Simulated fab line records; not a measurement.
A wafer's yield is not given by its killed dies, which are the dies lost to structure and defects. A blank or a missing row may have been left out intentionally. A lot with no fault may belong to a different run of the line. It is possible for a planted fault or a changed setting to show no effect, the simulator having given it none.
fab line records | flow nand_harc
[record] lots = 15 | wafers = 45 | last_day = 33
route steps=1302 shown A_SLIT@943 A_WL_FILL@957
lots that met no fault: from a run of the same line without faults
start_h: hours from the record's opening day to when the first of the lot's shown wafers began | wait_h: hours from the lot's prior step to this one | " identical to the entry in the row above | L1.1+2: one row covering several wafers at once | - no value, or no start was given | * or withheld: withheld | < > ~ a bound
route shown NAME@n: a module of which the file shows steps, and the number in the route of the first | usual: average and standard deviation across the fault-free wafers | same: alike in all rows | chamber/n: place in a boat | sites: per-site readings | _std_site: the values' standard deviation | _edge_site: inner sites' mean taken away from outer sites' mean | radius_mm: how far each site lies from the wafer's centre | mask NAME#n: copy n | behind: the tool/chamber that last shaped the wafer | hold: reason for holding the lot/hours on hold/outcome of the hold | device: the n, p or np transistor that did not switch | end of line: tests run on the same wafers once the route is complete | step lacking rows: just its recipe | killed: at the first sort, the dies lost to defects and structure; wafer yield is something else | map: per-die view of a wafer (x killed, . not killed, _ where there is no die)
set.NAME: the setting the step ran with; set.NAME@STEP: the setting that earlier step ran with | model.NAME: the simulator's own value behind a step, which no gauge read
a sample of lots followed through the steps of the route, with each step as a table and each wafer as a row
services: a tool's chamber out of use, with start hour (start_h, from the record's first day; less than 0 if before it), hours out, and reason
[[steps]]
[step NHARC_A_SLIT_STRIP_18]
[recipe] o2_flow_sccm = 500 | ar_flow_sccm = 0 | bias_w = 0 | chemistry = O2
[usual] drypump_motor_current_A = 5.6/0.33 | oes_product_au = 1.003/0.0092 | rf_vpp_V = 58.0/0.89 | showerhead_plenum_p_Torr = 3.57/0.13 | throttle_valve_pct = 17.035/0.0088
lot.wafer | tool        | chamber | start_h | wait_h | drypump_motor_current_A | oes_product_au | rf_hours_counter_h | rf_vpp_V | showerhead_plenum_p_Torr | throttle_valve_pct
L423.2    | rie_diel-05 | 1       | -       | -      | 5.0                     | 1.015          | 4                  | 59.2     | 3.74                     | 17.041
L423.3    | "           | 0       | "       | "      | 5.8                     | 1.014          | 4                  | 57.6     | 3.69                     | 17.017
L423.5    | "           | 3       | "       | "      | 5.4                     | 0.996          | -                  | 56.2     | 3.31                     | 17.018
L426.1    | rie_diel-03 | 0       | -       | -      | 6.0                     | 0.999          | 0                  | 57.7     | 3.56                     | 17.030
L426.2    | "           | 1       | "       | "      | 5.4                     | 1.007          | 0                  | 58.2     | 3.39                     | 17.032
L426.5    | "           | 0       | "       | "      | 6.0                     | 0.999          | -                  | 57.5     | 3.56                     | 17.041
L425.4    | rie_diel-09 | 3       | -       | -      | 6.1                     | 0.988          | 9                  | 59.1     | 3.60                     | 17.029
L425.2    | "           | 1       | "       | "      | 5.4                     | 0.993          | 9                  | 57.0     | 3.55                     | 17.031
L425.5    | "           | 3       | "       | "      | 6.2                     | 1.000          | -                  | 58.7     | 3.60                     | 17.033
L428.3    | rie_diel-03 | 0       | -       | -      | 6.0                     | 1.003          | 2                  | 58.4     | 3.56                     | 17.052
L428.4    | "           | 1       | "       | "      | 5.4                     | 1.011          | 2                  | 57.2     | 3.38                     | 17.038
L428.5    | "           | 1       | "       | "      | 5.4                     | 1.007          | -                  | 58.8     | 3.38                     | 17.035
L430.2    | rie_diel-03 | 3       | -       | -      | 5.2                     | 0.995          | 4                  | 57.9     | 3.52                     | 17.019
L430.4    | "           | 1       | "       | "      | 5.4                     | 1.012          | 5                  | 58.2     | 3.38                     | 17.038
L430.5    | "           | 3       | "       | "      | 5.2                     | 1.006          | -                  | 57.3     | 3.52                     | 17.043
L431.2    | rie_diel-09 | 3       | -       | -      | 6.1                     | 0.999          | 2                  | 59.4     | 3.59                     | 17.032
L431.5    | "           | 0       | "       | "      | 5.6                     | 1.016          | -                  | 59.0     | 3.69                     | 17.032
L431.6    | "           | 3       | "       | "      | 6.2                     | 0.987          | -                  | 57.4     | 3.59                     | 17.046
L437.1    | rie_diel-03 | 1       | -       | -      | 5.4                     | 1.004          | 8                  | 57.6     | 3.38                     | 17.022
L437.4    | "           | 2       | "       | "      | 5.8                     | 1.031          | 7                  | 56.7     | 3.72                     | 17.045
L437.5    | "           | 1       | "       | "      | 5.4                     | 1.010          | -                  | 56.9     | 3.38                     | 17.028
L435.3    | rie_diel-09 | 3       | -       | -      | 6.1                     | 0.996          | 5                  | 57.9     | 3.59                     | 17.037
L435.4    | "           | 2       | "       | "      | 5.3                     | 0.998          | -                  | 58.9     | 3.68                     | 17.030
L435.6    | "           | 0       | "       | "      | 5.6                     | 1.010          | -                  | 57.1     | 3.69                     | 17.040
L439.1    | rie_diel-09 | 3       | -       | -      | 6.1                     | 0.981          | 6                  | 59.1     | 3.59                     | 17.036
L439.4    | "           | 0       | "       | "      | 5.6                     | 1.006          | 6                  | 59.1     | 3.69                     | 17.033
L439.3    | "           | 1       | "       | "      | 5.4                     | 0.986          | 4                  | 58.3     | 3.54                     | 17.039
L441.2    | rie_diel-03 | 1       | -       | -      | 5.4                     | 1.019          | 11                 | 56.3     | 3.38                     | 17.028
L441.1    | "           | 2       | "       | "      | 5.8                     | 1.013          | 9                  | 59.7     | 3.72                     | 17.036
L441.3    | "           | 0       | "       | "      | 6.0                     | 1.004          | 10                 | 58.0     | 3.55                     | 17.051
L442.3    | rie_diel-05 | 1       | -       | -      | 4.9                     | 1.010          | 4                  | 58.4     | 3.73                     | 17.035
L442.2    | "           | 2       | "       | "      | 5.5                     | 0.998          | 3                  | 58.7     | 3.48                     | 17.043
L442.5    | "           | 3       | "       | "      | 5.4                     | 0.989          | -                  | 58.2     | 3.31                     | 17.037
L440.2    | rie_diel-09 | 1       | -       | -      | 5.4                     | 0.988          | 6                  | 58.8     | 3.54                     | 17.047
L440.5    | "           | 0       | "       | "      | 5.6                     | 1.008          | -                  | 58.5     | 3.69                     | 17.034
L440.6    | "           | 1       | "       | "      | 5.4                     | 0.994          | -                  | 57.3     | 3.54                     | 17.019
L443.1    | rie_diel-09 | 2       | -       | -      | 5.3                     | 0.991          | 9                  | 56.6     | 3.68                     | 17.034
L443.4    | "           | 3       | "       | "      | 6.1                     | 1.003          | 8                  | 59.5     | 3.59                     | 17.031
L443.5    | "           | 2       | "       | "      | 5.3                     | 0.995          | -                  | 58.6     | 3.67                     | 17.042
L445.1    | rie_diel-05 | 1       | -       | -      | 4.9                     | 1.019          | 6                  | 57.9     | 3.73                     | 17.039
L445.5    | "           | 2       | "       | "      | 5.4                     | 0.995          | -                  | 58.3     | 3.48                     | 17.049
L445.6    | "           | 3       | "       | "      | 5.4                     | 1.020          | -                  | 56.6     | 3.31                     | 17.042
L446.3    | rie_diel-05 | 2       | -       | -      | 5.4                     | 1.000          | 7                  | 57.5     | 3.48                     | 17.027
L446.1    | "           | 3       | "       | "      | 5.4                     | 1.009          | 7                  | 58.3     | 3.31                     | 17.050
L446.4    | "           | 0       | "       | "      | 5.8                     | 1.006          | 9                  | 58.6     | 3.69                     | 17.046
[step NHARC_A_SLIT_CD_MEAS_21]
[usual] cd_nm = 289.9/0.93
lot.wafer | tool      | chamber | start_h | wait_h | cd_nm
L423.2    | cd_sem-02 | -       | 464.23  | -      | 290.3
L423.3    | "         | -       | "       | "      | 290.1
L423.5    | "         | -       | "       | "      | 289.8
L426.1    | cd_sem-01 | -       | 470.24  | -      | 289.3
L426.2    | "         | -       | "       | "      | 288.7
L426.5    | "         | -       | "       | "      | 288.9
L425.2    | cd_sem-02 | -       | 478.27  | -      | 289.8
L425.4    | "         | -       | "       | "      | 290.1
L425.5    | "         | -       | "       | "      | 290.7
L428.3    | cd_sem-03 | -       | 520.98  | -      | 290.9
L428.4    | "         | -       | "       | "      | 290.5
L428.5    | "         | -       | "       | "      | 290.4
L430.2    | cd_sem-02 | -       | 537.08  | -      | 289.7
L430.4    | "         | -       | "       | "      | 289.3
L430.5    | "         | -       | "       | "      | 289.1
L431.2    | cd_sem-02 | -       | 557.13  | -      | 291.5
L431.5    | "         | -       | "       | "      | 291.0
L431.6    | "         | -       | "       | "      | 290.8
L437.1    | cd_sem-01 | -       | 586.68  | -      | 289.2
L437.4    | "         | -       | "       | "      | 289.6
L437.5    | "         | -       | "       | "      | 288.5
L435.3    | cd_sem-01 | -       | 588.49  | -      | 290.8
L435.4    | "         | -       | "       | "      | 290.7
L435.6    | "         | -       | "       | "      | 291.6
L439.1    | cd_sem-03 | -       | 609.33  | -      | 289.1
L439.3    | "         | -       | "       | "      | 287.5
L439.4    | "         | -       | "       | "      | 288.0
L442.2    | cd_sem-03 | -       | 634.83  | -      | 289.6
L442.3    | "         | -       | "       | "      | 289.7
L442.5    | "         | -       | "       | "      | 290.0
L441.1    | cd_sem-02 | -       | 634.85  | -      | 289.1
L441.2    | "         | -       | "       | "      | 288.6
L441.3    | "         | -       | "       | "      | 288.8
L440.2    | cd_sem-01 | -       | 638.70  | -      | 289.9
L440.5    | "         | -       | "       | "      | 290.2
L440.6    | "         | -       | "       | "      | 289.9
L443.1    | cd_sem-02 | -       | 645.43  | -      | 290.6
L443.4    | "         | -       | "       | "      | 291.0
L443.5    | "         | -       | "       | "      | 289.6
L445.1    | cd_sem-01 | -       | 675.35  | -      | 289.3
L445.5    | "         | -       | "       | "      | 288.8
L445.6    | "         | -       | "       | "      | 288.4
L446.1    | cd_sem-03 | -       | 693.97  | -      | 290.8
L446.3    | "         | -       | "       | "      | 290.6
L446.4    | "         | -       | "       | "      | 290.2
[step NHARC_A_WL_FILL_ETCHBACK_04]
[recipe] target_depth_a = 600 | time_s = 120 | chemistry = NF3
[usual] chamber_pressure_mTorr = 299.99/0.29 | drypump_motor_current_A = 6.03/0.19 | oes_product_au = 1.003/0.01
lot.wafer | tool         | chamber | start_h | wait_h | chamber_pressure_mTorr | drypump_motor_current_A | oes_product_au | rf_hours_counter_h
L423.2    | rie_metal-03 | 1       | 472.25  | 0.3    | 300.61                 | 5.87                    | 0.996          | -
L423.3    | "            | 1       | "       | "      | 300.11                 | 5.89                    | 0.983          | -
L423.5    | "            | 1       | "       | "      | 300.18                 | 5.89                    | 0.994          | -
L426.1    | rie_metal-01 | 1       | 477.66  | 0.3    | 300.35                 | 6.32                    | 1.014          | 1.2
L426.2    | "            | 0       | "       | "      | 300.02                 | 6.21                    | 1.007          | 1.2
L426.5    | "            | 1       | "       | "      | 299.76                 | 6.35                    | 1.010          | -
L425.2    | rie_metal-02 | 1       | 486.21  | 0.4    | 300.27                 | 5.96                    | 1.003          | 0.3
L425.4    | "            | 0       | "       | "      | 300.23                 | 5.89                    | 1.001          | -
L425.5    | "            | 0       | "       | "      | 299.95                 | 5.88                    | 0.989          | -
L428.4    | rie_metal-03 | 0       | 528.98  | 0.2    | 300.21                 | 5.88                    | 1.006          | -
L428.3    | "            | 1       | "       | "      | 300.32                 | 5.84                    | 0.993          | -
L428.5    | "            | 1       | "       | "      | 299.91                 | 5.88                    | 0.994          | -
L430.2    | rie_metal-02 | 1       | 545.17  | 0.3    | 300.70                 | 5.98                    | 1.014          | 1.2
L430.4    | "            | 0       | "       | "      | 300.06                 | 5.90                    | 1.010          | -
L430.5    | "            | 0       | "       | "      | 300.06                 | 5.88                    | 1.004          | -
L431.2    | rie_metal-03 | 0       | 565.16  | 0.4    | -                      | -                       | -              | -
L431.6    | "            | 1       | "       | "      | -                      | -                       | -              | -
L431.5    | "            | 0       | "       | "      | -                      | -                       | -              | -
L437.1    | rie_metal-01 | 1       | 594.66  | 0.3    | -                      | -                       | -              | -
L437.4    | "            | 0       | "       | "      | -                      | -                       | -              | -
L437.5    | "            | 1       | "       | "      | -                      | -                       | -              | -
L435.3    | rie_metal-02 | 1       | 596.73  | 0.3    | -                      | -                       | -              | -
L435.4    | "            | 0       | "       | "      | -                      | -                       | -              | -
L435.6    | "            | 0       | "       | "      | -                      | -                       | -              | -
L439.1    | rie_metal-03 | 1       | 617.32  | 0.3    | 300.04                 | 5.85                    | 1.000          | 1.6
L439.4    | "            | 0       | "       | "      | 299.67                 | 5.90                    | 1.019          | -
L439.3    | "            | 1       | "       | "      | 299.82                 | 5.87                    | 0.994          | -
L441.2    | rie_metal-02 | 1       | 642.83  | 0.3    | 299.78                 | 5.93                    | 0.992          | 0.0
L441.1    | "            | 0       | "       | "      | 300.00                 | 5.91                    | 0.981          | 0.0
L441.3    | "            | 1       | "       | "      | 300.01                 | 5.96                    | 0.985          | -
L442.2    | rie_metal-03 | 0       | 643.17  | 0.3    | 299.71                 | 5.84                    | 1.022          | 2.0
L442.3    | "            | 0       | "       | "      | 299.73                 | 5.88                    | 1.021          | -
L442.5    | "            | 0       | "       | "      | 299.68                 | 5.86                    | 1.023          | -
L440.2    | rie_metal-01 | 1       | 646.97  | 0.3    | 299.98                 | 6.36                    | 1.011          | 0.7
L440.6    | "            | 0       | "       | "      | 299.88                 | 6.22                    | 1.010          | -
L440.5    | "            | 1       | "       | "      | 300.19                 | 6.38                    | 1.017          | -
L443.1    | rie_metal-01 | 1       | 653.48  | 0.4    | 300.24                 | 6.33                    | 1.009          | 1.1
L443.4    | "            | 0       | "       | "      | 300.00                 | 6.24                    | 1.013          | -
L443.5    | "            | 1       | "       | "      | 300.39                 | 6.35                    | 0.999          | -
L445.1    | rie_metal-01 | 1       | 683.32  | 0.3    | 300.36                 | 6.36                    | 1.022          | 1.4
L445.6    | "            | 1       | "       | "      | 300.24                 | 6.37                    | 1.019          | -
L445.5    | "            | 0       | "       | "      | 300.16                 | 6.23                    | 1.022          | -
L446.1    | rie_metal-02 | 0       | 701.97  | 0.3    | 299.61                 | 5.88                    | 0.988          | 1.5
L446.4    | "            | 0       | "       | "      | 300.01                 | 5.88                    | 0.991          | -
L446.3    | "            | 1       | "       | "      | 299.91                 | 5.91                    | 0.998          | -
[step NHARC_A_WL_FILL_ALD_10]
[recipe] target_thk_a = 500 | pulse_time_s = 10 | ald_cycles = 500 | temp_c = 300 | material = SiO2
[usual] heater_power_w = 476/37 | precursor_pulse_height_rel = 1.001/0.021
lot.wafer | tool      | chamber | start_h | wait_h | heater_power_w | precursor_pulse_height_rel
L423.3    | ald_hk-02 | 0       | 477.74  | 0.0    | 436            | 1.027
L423.2    | "         | 3       | 479.31  | 1.6    | 511            | 1.032
L423.5    | "         | 1       | 480.35  | 2.7    | 482            | 0.982
L426.1    | ald_hk-04 | 1       | 482.90  | 0.1    | 496            | 1.004
L426.2    | "         | 2       | "       | "      | 436            | 1.011
L426.5    | "         | 1       | 484.96  | 2.1    | 483            | 0.993
L425.4    | ald_hk-03 | 0       | 493.63  | 0.0    | 492            | 1.013
L425.2    | "         | 1       | "       | "      | 525            | 0.981
L425.5    | "         | 0       | 495.69  | 2.1    | 497            | 1.005
L428.4    | ald_hk-04 | 1       | 535.21  | 0.5    | 510            | 1.003
L428.3    | "         | 0       | 538.34  | 3.7    | 436            | 0.991
L428.5    | "         | 2       | 540.42  | 5.7    | 453            | 0.967
L430.2    | ald_hk-03 | 0       | 551.70  | 0.6    | 484            | 1.003
L430.4    | "         | 1       | "       | "      | 528            | 1.011
L430.5    | "         | 3       | 553.26  | 2.1    | 458            | 1.030
L431.2    | ald_hk-02 | 3       | 572.67  | 0.6    | 520            | 1.003
L431.6    | "         | 2       | 574.21  | 2.1    | 491            | 1.037
L431.5    | "         | 3       | "       | "      | 510            | 1.008
L437.4    | ald_hk-02 | 3       | 603.17  | 1.1    | 523            | 0.995
L437.1    | "         | 0       | "       | "      | 427            | 1.010
L437.5    | "         | 2       | 604.70  | 2.6    | 497            | 0.975
L435.4    | ald_hk-03 | 0       | 604.22  | 2.1    | 525            | 1.012
L435.3    | "         | 2       | 605.26  | 3.2    | 434            | 1.001
L435.6    | "         | 1       | 606.81  | 4.7    | 526            | 0.995
L439.3    | ald_hk-03 | 0       | 623.68  | 0.8    | 514            | 0.974
L439.1    | "         | 1       | "       | "      | 531            | 1.014
L439.4    | "         | 2       | "       | "      | 440            | 1.002
L441.3    | ald_hk-04 | 3       | 648.48  | 0.1    | 506            | 1.035
L441.2    | "         | 1       | 649.51  | 1.1    | 478            | 1.009
L441.1    | "         | 2       | "       | "      | 445            | 1.007
L442.3    | ald_hk-02 | 1       | 648.98  | 0.6    | 462            | 1.005
L442.2    | "         | 2       | "       | "      | 488            | 0.973
L442.5    | "         | 1       | 651.01  | 2.6    | 472            | 1.007
L440.2    | ald_hk-02 | 3       | 653.22  | 0.6    | 522            | 1.013
L440.6    | "         | 2       | 654.76  | 2.1    | 500            | 0.997
L440.5    | "         | 3       | "       | "      | 512            | 1.012
L443.1    | ald_hk-04 | 3       | 659.92  | 1.2    | 526            | 1.006
L443.4    | "         | 2       | 661.47  | 2.8    | 443            | 1.001
L443.5    | "         | 0       | 662.49  | 3.8    | 435            | 1.016
L445.1    | ald_hk-02 | 1       | 691.44  | 1.1    | 459            | 1.030
L445.5    | "         | 3       | 692.46  | 2.1    | 508            | 0.977
L445.6    | "         | 0       | "       | "      | 440            | 0.989
L446.3    | ald_hk-03 | 2       | 707.24  | 0.1    | 453            | 0.985
L446.4    | "         | 3       | "       | "      | 421            | 0.997
L446.1    | "         | 1       | 708.78  | 1.6    | 528            | 1.029
[[services]]
tool         | chamber | start_h | hours | kind
rie_diel-09  | -       | 444.47  | 0.6   | repair
rie_metal-02 | -       | 454.00  | 9.0   | pm
rie_diel-09  | -       | 454.50  | 0.5   | repair
rie_diel-03  | -       | 458.34  | 9.0   | pm
rie_metal-03 | 0       | 467.80  | 36.7  | repair
rie_diel-03  | 1       | 473.97  | 5.0   | repair
ald_hk-02    | -       | 495.45  | 0.6   | repair
rie_diel-09  | -       | 497.43  | 9.0   | pm
rie_metal-03 | -       | 519.03  | 9.0   | pm
ald_hk-02    | -       | 528.11  | 10.0  | pm
rie_metal-03 | 1       | 533.47  | 15.5  | repair
rie_metal-03 | -       | 539.96  | 14.5  | repair
rie_diel-09  | 1       | 556.23  | 34.9  | repair
rie_metal-01 | -       | 575.00  | 9.0   | pm
rie_metal-02 | -       | 579.10  | 1.0   | repair
rie_metal-01 | 0       | 586.80  | 7.7   | repair
ald_hk-03    | -       | 600.39  | 3.8   | repair
rie_diel-09  | 0       | 616.17  | 16.5  | repair
rie_metal-02 | -       | 631.00  | 9.0   | pm
rie_diel-03  | -       | 635.34  | 9.0   | pm
rie_diel-03  | 0       | 652.62  | 26.1  | repair
rie_diel-09  | 1       | 662.17  | 10.4  | repair
rie_diel-09  | -       | 674.43  | 9.0   | pm
ald_hk-02    | -       | 706.11  | 10.0  | pm
[[key]]
[first_sign] step = NHARC_A_WL_FILL_ETCHBACK_04 | reading = tool_record | direction = missing
effect none on later readings
met_at NHARC_A_WL_FILL_ETCHBACK_04
struck_lots L431,L435,L437
later_rows_left_out L431.2,L431.5,L431.6,L435.3,L435.4,L435.6,L437.1,L437.4,L437.5
sort_left_out L431.2,L431.5,L431.6,L435.3,L435.4,L435.6,L437.1,L437.4,L437.5
tester_left_out L431,L435,L437
not_acting_at NHARC_A_SLIT_STRIP_18,NHARC_A_SLIT_CD_MEAS_21,NHARC_A_WL_FILL_ALD_10
onset_between 545.17 565.16
[fault] kind = skipped_step_whole | tool = rie_metal-01,rie_metal-02,rie_metal-03 | chamber = - | onset_h = 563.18 | steps = NHARC_A_WL_FILL_ETCHBACK_04 | scope = struck_lots_only
// tester_left_out: of these lots the tester's yield and bins aren't shown, on N5 and GAA mostly nor the transistor test; their killed dies are dies lost to structure and defects alone, not to doping, threshold or leakage, so they don't give the yield
// sort_left_out: the simulated sort isn't trusted on such a fault, so these wafers' sort isn't shown, and their yield isn't known
// later_rows_left_out: the simulator's readings of these wafers behind a module that went badly wrong aren't trusted and aren't shown, but for the sort
